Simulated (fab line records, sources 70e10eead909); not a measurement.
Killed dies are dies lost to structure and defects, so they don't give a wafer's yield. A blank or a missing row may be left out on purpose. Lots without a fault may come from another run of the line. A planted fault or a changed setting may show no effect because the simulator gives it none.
A struck lot beside a sound one | flow nand_harc | 19 steps out of a route of 1302
Sound: wafers L897.1, L897.4, L897.6. Struck: wafers L908.3, L908.5, L908.6. The cause comes at the end.
At each step with rows: each side's tool, then ch and its chambers, then its first start. Under that, the readings that differ: sound wafers | struck wafers | difference of the means | sigmas: that difference in standard deviations of wafers without a fault.
alike: readings whose means differ by less than 2 such deviations, and words and numbers that are the same on both sides. not compared: withheld readings, readings that some wafer has no value for, bounds like >300 that may hide the same value, and numbers for which the record gives no deviation and whose values overlap.
The two part at a step that has a row with sigmas, a row that says differs or no value, or rows on one side only. Numbers that don't overlap but have no deviation are shown without sigmas and don't part them. A reading that every wafer of one side lacks parts them only if that side has two wafers or more.

NHARC_A_DECK1_JOINT_CMP_13: polishes, target thk 51.023 nm.
  sound on cmp-01 ch 1,3, day 14 16:01; struck on cmp-04 ch 0,1,3, day 19 03:29
  alike: motor_current_A, slurry_flow_ml_min, time_to_endpoint_s
NHARC_A_DECK1_JOINT_THK_MEAS_14: measures by ellipsometry.
  sound on film_metro-01, day 14 16:16; struck on film_metro-01, day 19 03:42
  alike: thk_nm
then, 1 step without rows for these wafers: NHARC_A_DECK1_JOINT_SRD_04.
NHARC_A_DECK1_JOINT_ETCHBACK_00: etches the open film in HBr, target depth 30 nm, time 17.4 s.
  sound on rie_si-04 ch 0,2,3, day 14 16:25; struck on rie_si-04 ch 2,3, day 19 03:52
  alike: drypump_motor_current_A, oes_product_au, throttle_valve_pct
  not compared: rf_hours_counter_h
then, 8 steps without rows for these wafers: NHARC_A_DECK1_JOINT_PRECLEAN_30 (cleans in SC1); NHARC_A_DECK1_JOINT_SRD_31; NHARC_A_DECK1_JOINT_CVD_34 (deposits SiNx, target thk 20 nm); NHARC_A_DECK1_JOINT_DEP_06 (deposits SiOx, target thk 80 nm); NHARC_A_DECK1_JOINT_CURE_26 (time 32 s); NHARC_A_DECK1_JOINT_ANNEAL_27 (time 3600 s); NHARC_A_DECK1_JOINT_ANNEAL_28 (time 1800 s); NHARC_A_DECK1_JOINT_ANNEAL_29 (time 1800 s).
NHARC_A_DECK1_JOINT_CMP_02: polishes SiOx.
  sound on cmp-01 ch 2,3, day 15 14:07; struck on cmp-03 ch 0,1,2, day 20 06:26
  alike: motor_current_A, slurry_flow_ml_min
then, 1 step without rows for these wafers: NHARC_A_DECK1_JOINT_SRD_15.
NHARC_A_DECK1_JOINT_DEP_16: deposits SiO2, target thk 45 nm.
  sound on pecvd-04 ch 0,2, day 15 14:32; struck on pecvd-03 ch 0,1,2, day 20 06:46
  alike: heater_power_w, throttle_valve_pct
NHARC_A_DECK1_JOINT_THK_MEAS_17: measures by ellipsometry.
  sound on film_metro-02, day 15 14:47; struck on film_metro-01, day 20 07:03
  alike: thk_nm
NHARC_A_DECK1_JOINT_INSPECT_05:
  sound on defect_inspect-02, day 15 14:50; struck on defect_inspect-02, day 20 07:05
  reading          | sound       | struck         | difference | sigmas
  raw_defect_count | 848 486 507 | 1572 1734 1743 | +1069      | +7
then, 1 step without rows for these wafers: NHARC_A_ONON_D2_DEP_00 (target thk 1000 nm).
-- the record jumps here: 12 days lie between the struck wafers' starts before and after (it left off in module A_ONON_D2 and takes up again in module END, whose first step shown is number 1302 of the route) --
NHARC_END_SORT_01:
  sound on prober-02 ch 0, day 27 14:46; struck on prober-01 ch 0, day 32 00:29
  reading             | sound | struck      | difference | sigmas
  killed_at_array     | 45 61 | 579 582 585 | +529       | +28
  killed_at_other     | 3 3   | 0 0 0       | -3         | -3
  killed_at_periphery | 4 10  | 0 0 0       | -7         | -3
  killed_dies         | 52 74 | 579 582 585 | +519       | +29
  killed_open         | 3 6   | 0 1 1       | -4         | -2
  alike: killed_short

WHERE THEY PART
First at NHARC_A_DECK1_JOINT_INSPECT_05; last, within this record, at NHARC_END_SORT_01.

WHY: what the simulator had put in
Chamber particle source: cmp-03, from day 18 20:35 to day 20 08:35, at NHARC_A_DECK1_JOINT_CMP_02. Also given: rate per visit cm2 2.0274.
